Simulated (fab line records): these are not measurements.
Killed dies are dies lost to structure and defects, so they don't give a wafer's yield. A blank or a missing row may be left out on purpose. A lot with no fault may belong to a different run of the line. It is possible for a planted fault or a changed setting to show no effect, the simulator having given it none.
Matching of chambers :: flow n5 finfet :: rie diel-01 running N5_MIM_TOP_LITHO_DESCUM_10: 4 sister chambers
The step chemistry O2, time 7.9 s. 4 wafers are shown with their chamber, then 7 later ones without.

## EACH WAFER AND ITS CHAMBER
wafer: L294.4
chamber: 1
throttle valve pct (%): 20.74

wafer: L294.6
chamber: 0
throttle valve pct (%): 20.25

wafer: L312.1
chamber: 3
throttle valve pct (%): 20.98

wafer: L312.2
chamber: 2
throttle valve pct (%): 20.17

## WAFERS WITH NO CHAMBER GIVEN
wafer: L312.3
throttle valve pct (%): 20.32

wafer: L313.2
throttle valve pct (%): 20.16

wafer: L313.3
throttle valve pct (%): 20.80

wafer: L313.6
throttle valve pct (%): 21.00

wafer: L314.1
throttle valve pct (%): 20.34

wafer: L314.3
throttle valve pct (%): 20.17

wafer: L314.5
throttle valve pct (%): 20.31

## WHICH CHAMBER EACH WENT THROUGH
wafer: L312.3
from the rows above: can't be placed: 0 or 2
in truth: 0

wafer: L313.2
from the rows above: can't be placed: 2 or 0
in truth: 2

wafer: L313.3
from the rows above: 1
in truth: 1

wafer: L313.6
from the rows above: 3
in truth: 3

wafer: L314.1
from the rows above: can't be placed: 0 or 2
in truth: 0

wafer: L314.3
from the rows above: can't be placed: 2 or 0
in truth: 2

wafer: L314.5
from the rows above: can't be placed: 0 or 2
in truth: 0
Correct placement for 2 of the 7. These rows do not allow placing 5 (true chamber among the candidates in 5). Placed wrongly: 0.
How it was worked out, from the rows above alone: a wafer's distance from a chamber is the root of the sum, over the readings, of the square of ((its reading less the chamber's mean) divided by the reading's scatter). The wafer belongs to the nearest chamber; if the next one is less than 2 further off, it can't be placed. For every chamber, the mean is computed from those of its wafers that are shown. The scatter: root of mean squared gap, hidden wafer to nearest shown wafer, with one shown wafer a chamber.
